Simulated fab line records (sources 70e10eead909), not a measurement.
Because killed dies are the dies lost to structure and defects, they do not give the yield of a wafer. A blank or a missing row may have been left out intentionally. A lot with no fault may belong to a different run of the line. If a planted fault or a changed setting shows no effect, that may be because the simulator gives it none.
Chamber matching + flow nand harc + 4 sister chambers for NHARC_A_BONDPAD_CMP_29 on cmp-02
The step polishes SiCN, target thk 200 nm. 8 wafers are shown with their chamber, then 9 later ones without.

## WAFERS WITH THEIR CHAMBER
| wafer  | chamber | motor current A (A) |
|--------|---------|---------------------|
| L080.4 | 0       | 10.7                |
| L084.3 | 0       | 11.5                |
| L087.2 | 1       | 12.9                |
| L087.4 | 2       | 11.8                |
| L087.5 | 3       | 17.5                |
| L090.3 | 3       | 16.7                |
| L090.4 | 2       | 11.8                |
| L090.5 | 1       | 12.7                |

## WAFERS WITHOUT THEIR CHAMBER
| wafer  | motor current A (A) |
|--------|---------------------|
| L092.1 | 11.1                |
| L092.5 | 13.3                |
| L092.6 | 11.8                |
| L093.2 | 13.1                |
| L093.3 | 12.1                |
| L093.6 | 12.9                |
| L096.1 | 12.4                |
| L096.2 | 10.8                |
| L096.4 | 11.8                |

## WHICH CHAMBER EACH WENT THROUGH
| wafer  | from the rows above          | in truth |
|--------|------------------------------|----------|
| L092.1 | can't be placed: 0 or 2      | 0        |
| L092.5 | 1                            | 1        |
| L092.6 | can't be placed: 2 or 0      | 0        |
| L093.2 | 1                            | 1        |
| L093.3 | can't be placed: 2 or 1 or 0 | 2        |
| L093.6 | 1                            | 1        |
| L096.1 | can't be placed: 1 or 2      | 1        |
| L096.2 | can't be placed: 0 or 2      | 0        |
| L096.4 | can't be placed: 2 or 0      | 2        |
Correctly placed: 3 of 9. Cannot be placed on the basis of these rows: 6; the candidates contain the true chamber in 6. Wrongly placed: 0.
How it was worked out, from the rows above alone: a wafer's distance from a chamber is the root of the sum, over the readings, of the square of ((its reading less the chamber's mean) divided by the reading's scatter). The wafer belongs to the nearest chamber; if the next one is less than 2 further off, it can't be placed. The mean given for a chamber averages the wafers shown for that chamber. The scatter: the root of (the sum of the squares of (reading less its chamber's mean) over the shown wafers, divided by (wafers less chambers)).
